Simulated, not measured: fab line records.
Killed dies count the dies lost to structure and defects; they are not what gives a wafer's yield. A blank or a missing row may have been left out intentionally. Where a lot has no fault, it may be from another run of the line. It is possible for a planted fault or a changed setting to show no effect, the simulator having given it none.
Which tool is to blame?    flow n5-finfet    at 1 step of a route of 1938, 24 lots with 72 wafers sampled

== WHAT THE GAUGES READ, wafer by wafer ==
N5_BEOL_M8_CD_MEAS_11: the cd target is 38.5 nm.
lot   measured      on         cd-nm (nm)
L074  day 8 22:52   cd-sem-03  38.0 37.6 38.2
L075  day 9 09:21   cd-sem-01  38.2 37.8 37.6
L076  day 9 17:45   cd-sem-01  38.3 38.5 38.3
L077  day 9 18:57   cd-sem-01  38.1 38.0 38.1
L078  day 9 21:23   cd-sem-03  38.9 39.2 39.4
L079  day 10 02:37  cd-sem-02  38.0 38.9 38.3
L080  day 10 05:46  cd-sem-03  39.1 38.8 38.8
L081  day 11 05:36  cd-sem-01  39.3 39.0 37.9
L082  day 11 10:59  cd-sem-03  38.6 37.5 39.5
L084  day 11 17:55  cd-sem-02  39.0 37.8 38.7
L085  day 11 18:16  cd-sem-02  38.9 38.8 38.4
L083  day 11 22:38  cd-sem-03  38.7 39.0 39.0
L088  day 12 11:58  cd-sem-01  38.8 38.6 38.8
L086  day 12 12:08  cd-sem-02  39.5 38.9 38.9
L087  day 12 15:32  cd-sem-01  37.6 39.0 38.4
L089  day 12 23:34  cd-sem-03  38.7 38.6 38.7
L090  day 13 11:07  cd-sem-03  38.8 38.4 37.9
L091  day 13 15:34  cd-sem-01  38.6 38.8 37.9
L092  day 13 19:13  cd-sem-02  38.8 38.3 37.9
L094  day 14 04:53  cd-sem-02  38.3 38.8 38.1
L093  day 14 06:13  cd-sem-03  38.2 38.5 38.6
L095  day 14 11:13  cd-sem-03  38.4 39.5 38.8
L097  day 14 18:19  cd-sem-02  38.5 39.4 38.5
L096  day 14 18:35  cd-sem-03  38.6 39.3 39.1

== EACH LOT AND THE TOOL THAT RAN IT (in order: tool; ch and the chambers of the sampled wafers; start) ==
No process step before these readings appears in the record.

== AS READ BY THE TOOLS THEMSELVES (means over the sampled wafers that have a number; for cases with no such wafer, the mark the record gives instead) ==
The record holds no such reading with a usual standard deviation.

== THE ANSWER, worked out from the rows above alone ==
Rule: usual is defined by the lots themselves. Put in order of their means at a reading, lots are off if they are a third of the lots or fewer, leave a main group of 4 or more, and stand apart from it by a gap of 3 or more times the standard deviation of the main group's means; of several such gaps the widest counts. Not used: any main group whose means are identical at the precision the tables above print for the reading. Also off: a lot with no number at a reading for which 4 or more lots have one. Where the step has rows for the other lots, those lots are counted as sound. Order of review: gauges by route order, followed by the tools' own readings, for which a lot's mean as printed above is used. At the first step where some lot is off, the reading lying furthest off is the one used; lots without a number count as furthest.
No lot is off at any reading shown: from this, nothing can be told.

== WHAT WAS PUT IN BY THE SIMULATOR ==
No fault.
